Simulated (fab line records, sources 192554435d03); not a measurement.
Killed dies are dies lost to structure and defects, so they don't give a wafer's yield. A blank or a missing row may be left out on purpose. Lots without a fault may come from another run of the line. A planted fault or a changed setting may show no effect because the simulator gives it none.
fab line records | flow n5_finfet
record lots=15 wafers=45 last_day=20
route steps=1938 shown BEOL_M2@855
lots that met no fault: from a run of the same line without faults
start_h: hours from the record's first day to the start of the lot's first wafer shown | wait_h: hours since the lot's step before | " the same as in the row above | L1.1+2: a row that stands for several wafers | - no value, or no start given | * or withheld: withheld | < > ~ a bound
route shown NAME@n: a module of which the file shows steps, and the number in the route of the first | usual: mean/standard deviation of fault-free wafers | same: alike in all rows | chamber/n: place in a boat | sites: the reading at each site | _std_site: their standard deviation | _edge_site: outer sites' mean less inner sites' | radius_mm: how far each site lies from the wafer's centre | mask NAME#n: copy n | behind: the tool/chamber that last shaped the wafer | hold: why the lot was held/for how many hours/how that ended | device: the transistor (n, p or np) that didn't switch | end of line: the same wafers' tests at the end of the route | a step without rows: its recipe alone | killed: dies lost to structure and defects at the first sort, not the wafer's yield | map: a wafer's dies, x killed, . not, _ none there
set.NAME: the setting as run; set.NAME@STEP: as run at that earlier step | model.NAME: the simulator's own value behind a step, which no gauge read
steps of the route over a sample of lots; a table a step, a row a wafer
services: from which hour (start_h, from the record's first day; less than 0 if before it) a tool's chamber was out of use, for how many hours, and why
## steps
# step N5_BEOL_M2_OVL_MEAS_12
# recipe points_per_wafer=522
# usual M2_OVL=0.0/0.56
# columns lot.wafer tool chamber start_h wait_h M2_OVL[nm]
L200.2 overlay-02 0 146.31 0.0 0.0
L200.3 " 0 " " -0.1
L200.5 " 0 " " 0.7
L202.1 overlay-01 0 152.25 0.0 -0.1
L202.4 " 0 " " 0.7
L202.6 " 0 " " 0.8
L205.1 overlay-02 0 188.59 0.0 -0.2
L205.4 " 0 " " -0.4
L205.5 " 0 " " 0.3
L204.2 overlay-02 0 188.95 0.0 0.2
L204.3 " 0 " " 0.8
L204.6 " 0 " " -0.2
L207.1 overlay-02 0 189.71 0.0 -0.6
L207.4 " 0 " " -0.2
L207.6 " 0 " " 0.1
L206.1 overlay-01 0 189.93 0.0 1.5
L206.5 " 0 " " -0.1
L206.6 " 0 " " 1.0
L208.2 overlay-01 0 195.36 0.0 0.2
L208.3 " 0 " " -0.4
L208.5 " 0 " " -0.2
L210.1 overlay-01 0 211.25 0.0 0.0
L210.4 " 0 " " 0.2
L210.5 " 0 " " 0.1
L213.3 overlay-02 0 223.55 0.0 -0.2
L213.4 " 0 " " -0.6
L213.6 " 0 " " 0.5
L214.1 overlay-01 0 241.56 0.0 0.8
L214.5 " 0 " " -0.2
L214.6 " 0 " " 0.2
L215.2 overlay-02 0 242.54 0.0 -0.2
L215.3 " 0 " " -0.6
L215.4 " 0 " " 0.0
L216.2 overlay-02 0 259.44 0.0 -0.5
L216.4 " 0 " " -0.8
L216.5 " 0 " " 0.4
L219.1 overlay-02 0 275.96 0.0 0.1
L219.3 " 0 " " 0.7
L219.6 " 0 " " -0.5
L220.2 overlay-02 0 284.30 0.0 0.0
L220.4 " 0 " " 0.3
L220.6 " 0 " " 0.4
L221.1 overlay-02 0 296.16 0.0 -0.9
L221.2 " 0 " " -0.1
L221.5 " 0 " " 0.2
# step N5_BEOL_M2_ETCH_64
# recipe chemistry=N2/H2 target=SOC target_depth_a=750 overetch_a=225 mask_material=SiARC temp_c=40 time_s=121.9 ion_energy_ev=200 pressure_mtorr=30 source_w=840 bias_w=150 n2_flow_sccm=200 h2_flow_sccm=200
# usual drypump_motor_current_A=5.6/0.53 oes_product_au=0.62/0.062 rf_vpp_V=525.0/2.9 showerhead_plenum_p_Torr=2.58/0.11 throttle_valve_pct=17.76/0.22
# columns lot.wafer tool chamber start_h wait_h drypump_motor_current_A oes_product_au rf_hours_counter_h rf_vpp_V showerhead_plenum_p_Torr throttle_valve_pct
L200.2 rie_diel-03 3 146.47 0.0 4.8 0.54 197 527.1 2.63 18.15
L200.3 " 2 " " 5.3 0.56 190 522.2 2.43 18.01
L200.5 " 3 " " 4.8 0.55 - 526.7 2.63 18.17
L202.1 rie_diel-03 3 152.43 0.0 4.8 0.55 199 527.6 2.62 18.15
L202.4 " 3 " " 4.9 0.55 - 527.9 2.62 18.17
L202.6 " 0 " " 5.5 0.52 - 522.9 2.49 17.74
L205.1 rie_diel-03 0 188.76 0.0 5.5 0.78 0 522.9 2.49 17.36
L205.4 " 1 " " 6.5 0.64 - 527.5 2.70 17.80
L205.5 " 0 " " 5.5 0.76 - 521.2 2.49 17.35
L204.2 rie_diel-04 1 189.27 0.0 5.0 0.68 26 529.0 2.71 17.58
L204.3 " 0 " " 5.3 0.67 41 523.4 2.49 17.68
L204.6 " 2 " " 6.1 0.60 - 524.5 2.56 17.55
L207.1 rie_diel-01 3 190.16 0.0 6.3 0.67 32 523.2 2.49 17.83
L207.4 " 1 " " 5.1 0.66 39 527.8 2.70 17.72
L207.6 " 3 " " 6.3 0.68 - 523.3 2.49 17.83
L206.1 rie_diel-01 0 190.39 0.0 5.7 0.60 97 525.5 2.56 17.62
L206.5 " 2 " " 5.4 0.69 - 527.1 2.71 17.60
L206.6 " 3 " " 6.3 0.67 - 522.1 2.49 17.82
L208.2 rie_diel-04 2 195.78 0.0 6.1 0.60 97 525.3 2.56 17.56
L208.3 " 0 " " 5.3 0.67 45 523.1 2.48 17.70
L208.5 " 0 " " 5.3 0.66 - 524.2 2.48 17.68
L210.1 rie_diel-04 2 211.42 0.0 6.1 0.60 103 525.1 2.56 17.56
L210.4 " 0 " " 5.3 0.66 51 522.3 2.48 17.68
L210.5 " 0 " " 5.3 0.66 - 522.7 2.48 17.71
L213.3 rie_diel-01 0 223.72 0.0 5.7 0.59 108 523.8 2.55 17.64
L213.4 " 2 " " 5.4 0.67 33 529.1 2.70 17.64
L213.6 " 2 " " 5.4 0.67 - 528.1 2.70 17.65
L214.1 rie_diel-01 0 241.80 0.0 5.7 0.59 114 525.3 2.55 17.65
L214.5 " 3 " " 6.3 0.63 - 523.1 2.48 17.85
L214.6 " 2 " " 5.3 0.66 - 527.3 2.70 17.64
L215.2 rie_diel-04 0 242.71 0.0 5.3 0.64 62 521.9 2.48 17.73
L215.3 " 2 " " 6.1 0.59 114 524.0 2.55 17.59
L215.4 " 3 " " 6.1 0.71 16 529.6 2.71 17.70
L216.2 rie_diel-04 1 259.60 0.0 5.1 0.63 52 527.4 2.70 17.61
L216.4 " 0 " " 5.3 0.65 68 522.1 2.47 17.72
L216.5 " 0 " " 5.3 0.63 - 522.2 2.47 17.75
L219.1 rie_diel-03 3 276.13 0.0 4.8 0.53 235 525.7 2.61 18.22
L219.3 " 2 " " 5.3 0.53 239 520.8 2.41 18.10
L219.6 " 0 " " 5.5 0.68 - 522.6 2.48 17.41
L220.2 rie_diel-03 2 284.50 0.0 5.3 0.53 241 521.1 2.41 18.10
L220.4 " 1 " " 6.5 0.62 97 528.1 2.68 17.86
L220.6 " 3 " " 4.8 0.53 - 524.2 2.61 18.23
L221.1 rie_diel-03 1 296.33 0.0 6.5 0.62 100 528.1 2.68 17.86
L221.2 " 2 " " 5.3 0.53 244 519.8 2.41 18.08
L221.5 " 0 " " 5.5 0.68 - 521.5 2.47 17.40
# step N5_BEOL_M2_DEVELOP_27
# recipe develop_time_s=30 developer=TMAH resist=CAR-EUV rinse_liquid=surfactant_rinse dry=air_spin dev_temp_c=23
# usual chill_plate_temp_C=23.00/0.11 develop_time_s=30/0
# columns lot.wafer tool chamber start_h wait_h chill_plate_temp_C develop_time_s
L200.2 litho_track-02 0 147.09 - 22.87 30
L200.3 " 0 " " 22.86 30
L200.5 " 0 " " 22.93 30
L202.1 litho_track-02 0 153.04 - 23.09 30
L202.4 " 0 " " 23.18 30
L202.6 " 0 " " 22.98 30
L205.1 litho_track-02 0 189.54 - 23.24 30
L205.4 " 0 " " 23.14 30
L205.5 " 0 " " 23.15 30
L204.2 litho_track-04 0 190.06 - 23.16 30
L204.3 " 0 " " 23.02 30
L204.6 " 0 " " 22.90 30
L207.1 litho_track-04 0 190.95 - 23.02 30
L207.4 " 0 " " 23.05 30
L207.6 " 0 " " 22.99 30
L206.1 litho_track-05 0 191.14 - 23.01 30
L206.5 " 0 " " 22.92 30
L206.6 " 0 " " 22.98 30
L208.2 litho_track-02 0 196.49 - 23.10 30
L208.3 " 0 " " 23.01 30
L208.5 " 0 " " 22.91 30
L210.1 litho_track-02 0 212.27 - 22.99 30
L210.4 " 0 " " 22.91 30
L210.5 " 0 " " 23.06 30
L213.3 litho_track-04 0 224.33 - 22.82 30
L213.4 " 0 " " 22.73 30
L213.6 " 0 " " 22.83 30
L214.1 litho_track-04 - 242.56 - - -
L214.5 " - " " - -
L214.6 " - " " - -
L215.2 litho_track-05 - 243.32 - - -
L215.3 " - " " - -
L215.4 " - " " - -
L216.2 litho_track-02 - 260.41 - - -
L216.4 " - " " - -
L216.5 " - " " - -
L219.1 litho_track-05 0 276.75 - 22.86 30
L219.3 " 0 " " 22.89 30
L219.6 " 0 " " 23.08 30
L220.2 litho_track-04 0 285.11 - 23.06 30
L220.4 " 0 " " 23.07 30
L220.6 " 0 " " 22.84 30
L221.1 litho_track-04 0 296.96 - 22.86 30
L221.2 " 0 " " 23.04 30
L221.5 " 0 " " 23.03 30
# step N5_BEOL_M2_ETCH_77
# recipe chemistry=N2/H2 target=underlayer target_depth_a=65 mask_material=CAR-EUV time_s=5.2 ion_energy_ev=200 pressure_mtorr=30 source_w=840 bias_w=150 n2_flow_sccm=200 h2_flow_sccm=200 ends=cleared
# usual drypump_motor_current_A=5.6/0.53 etch_rf_on_time_s=5.15/0.067 oes_product_au=0.70/0.076 rf_vpp_V=525/3.3 showerhead_plenum_p_Torr=2.58/0.11 throttle_valve_pct=17.81/0.23
# columns lot.wafer tool chamber start_h wait_h drypump_motor_current_A etch_rf_on_time_s oes_product_au rf_hours_counter_h rf_vpp_V showerhead_plenum_p_Torr throttle_valve_pct
L200.2 rie_diel-04 0 147.46 0.0 5.3 5.21 0.77 27 522 2.49 17.71
L200.3 " 2 " " 6.1 5.15 0.69 81 525 2.56 17.57
L200.5 " 1 " " 5.1 5.25 0.77 - 528 2.72 17.60
L202.1 rie_diel-03 3 153.26 0.0 4.8 5.20 0.61 200 526 2.62 18.19
L202.4 " 3 " " 4.8 5.21 0.61 - 524 2.62 18.20
L202.6 " 0 " " 5.5 5.18 0.58 - 523 2.49 17.78
L205.1 rie_diel-01 3 189.92 0.0 6.3 5.08 0.75 32 521 2.49 17.87
L205.4 " 0 " " 5.7 5.23 0.68 97 523 2.56 17.65
L205.5 " 2 " " 5.3 5.14 0.79 - 529 2.71 17.67
L204.2 rie_diel-03 0 190.40 0.0 5.5 5.12 0.86 2 521 2.49 17.39
L204.3 " 1 " " 6.4 5.11 0.73 65 528 2.70 17.89
L204.6 " 1 " " 6.5 5.11 0.72 - 530 2.70 17.86
L207.1 rie_diel-04 1 191.17 0.0 5.0 5.19 0.75 27 526 2.71 17.66
L207.4 " 0 " " 5.3 5.13 0.75 - 522 2.48 17.72
L207.6 " 1 " " 5.0 5.20 0.76 - 528 2.71 17.62
L206.1 rie_diel-01 1 191.37 0.0 5.1 5.11 0.74 40 529 2.70 17.81
L206.5 " 3 " " 6.4 5.05 0.76 - 521 2.49 17.87
L206.6 " 0 " " 5.7 5.18 0.68 - 526 2.56 17.63
L208.2 rie_diel-03 1 196.71 0.0 6.4 5.14 0.71 69 524 2.70 17.88
L208.3 " 2 " " 5.3 5.23 0.61 211 520 2.42 18.09
L208.5 " 0 " " 5.5 5.10 0.84 - 525 2.49 17.39
L210.1 rie_diel-03 2 212.49 0.0 5.3 5.22 0.61 218 521 2.42 18.11
L210.4 " 3 " " 4.8 5.11 0.61 212 525 2.62 18.22
L210.5 " 0 " " 5.5 5.06 0.83 - 522 2.49 17.39
L213.3 rie_diel-01 0 224.55 0.0 5.7 5.26 0.68 108 527 2.55 17.70
L213.4 " 2 " " 5.4 5.13 0.75 33 531 2.70 17.70
L213.6 " 2 " " 5.4 5.18 0.75 - 529 2.70 17.67
L214.1 rie_diel-03 0 242.78 0.0 5.5 5.10 0.81 22 523 2.48 17.44
L214.5 " 0 " " 5.5 5.11 0.80 - 523 2.48 17.44
L214.6 " 3 " " 4.8 5.14 0.61 - 528 2.61 18.26
L215.2 rie_diel-04 3 243.54 0.0 6.1 5.07 0.80 16 528 2.71 17.73
L215.3 " 0 " " 5.4 5.21 0.72 62 524 2.48 17.78
L215.4 " 2 " " 6.1 5.15 0.66 114 526 2.55 17.65
L216.2 rie_diel-03 3 261.23 0.0 4.9 5.13 0.61 230 526 2.61 18.26
L216.4 " 2 " " 5.2 5.18 0.59 234 520 2.41 18.11
L216.5 " 2 " " 5.3 5.25 0.60 - 518 2.41 18.14
L219.1 rie_diel-01 2 276.96 0.0 5.4 5.17 0.72 52 529 2.69 17.72
L219.3 " 0 " " 5.8 5.19 0.67 123 523 2.54 17.68
L219.6 " 1 " " 5.1 5.13 0.71 - 526 2.69 17.81
L220.2 rie_diel-03 3 285.33 0.0 4.8 5.15 0.60 237 526 2.61 18.26
L220.4 " 0 " " 5.5 5.09 0.76 36 522 2.48 17.45
L220.6 " 2 " " 5.3 5.20 0.59 - 519 2.41 18.12
L221.1 rie_diel-01 2 297.18 0.0 5.4 5.18 0.72 59 529 2.69 17.73
L221.2 " 3 " " 6.3 5.15 0.71 69 520 2.48 17.91
L221.5 " 0 " " 5.8 5.18 0.66 - 523 2.54 17.72
## services
# columns tool chamber start_h hours kind
litho_track-04 - 127.60 - consumable_replace:filter
rie_diel-01 - 129.43 10.9 repair
rie_diel-04 3 138.33 9.4 repair
rie_diel-01 2 143.52 8.2 repair
rie_diel-03 0 165.44 - clean
rie_diel-03 0 165.44 - consumable_replace:focus_ring
rie_diel-03 0 165.44 20.8 scheduled_down
rie_diel-03 0 165.44 20.8 vent_cycle
litho_track-04 - 166.05 - consumable_replace:filter
rie_diel-04 3 182.81 - clean
rie_diel-04 3 182.81 - consumable_replace:focus_ring
rie_diel-04 3 182.81 - consumable_replace:showerhead
rie_diel-04 3 182.81 17.6 scheduled_down
rie_diel-04 3 182.81 17.6 vent_cycle
rie_diel-01 0 264.71 3.7 repair
rie_diel-04 1 294.03 23.1 repair
## key
first_sign step=N5_BEOL_M2_DEVELOP_27 reading=tool_record direction=missing
effect none on later readings
met_at N5_BEOL_M2_DEVELOP_27
struck_lots L214,L215,L216
later_rows_left_out L214.1,L214.5,L214.6,L215.2,L215.3,L215.4,L216.2,L216.4,L216.5
sort_left_out L214.1,L214.5,L214.6,L215.2,L215.3,L215.4,L216.2,L216.4,L216.5
not_acting_at N5_BEOL_M2_OVL_MEAS_12,N5_BEOL_M2_ETCH_64,N5_BEOL_M2_ETCH_77
onset_between 224.33 242.56
fault kind=skipped_step_whole tool=litho_track-02,litho_track-04,litho_track-05 chamber=- onset_h=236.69 steps=N5_BEOL_M2_DEVELOP_27 scope=struck_lots_only
# sort_left_out: the simulated sort isn't trusted on such a fault, so these wafers' sort isn't shown, and their yield isn't known
# later_rows_left_out: the simulator's readings of these wafers behind a module that went badly wrong aren't trusted and aren't shown, but for the sort
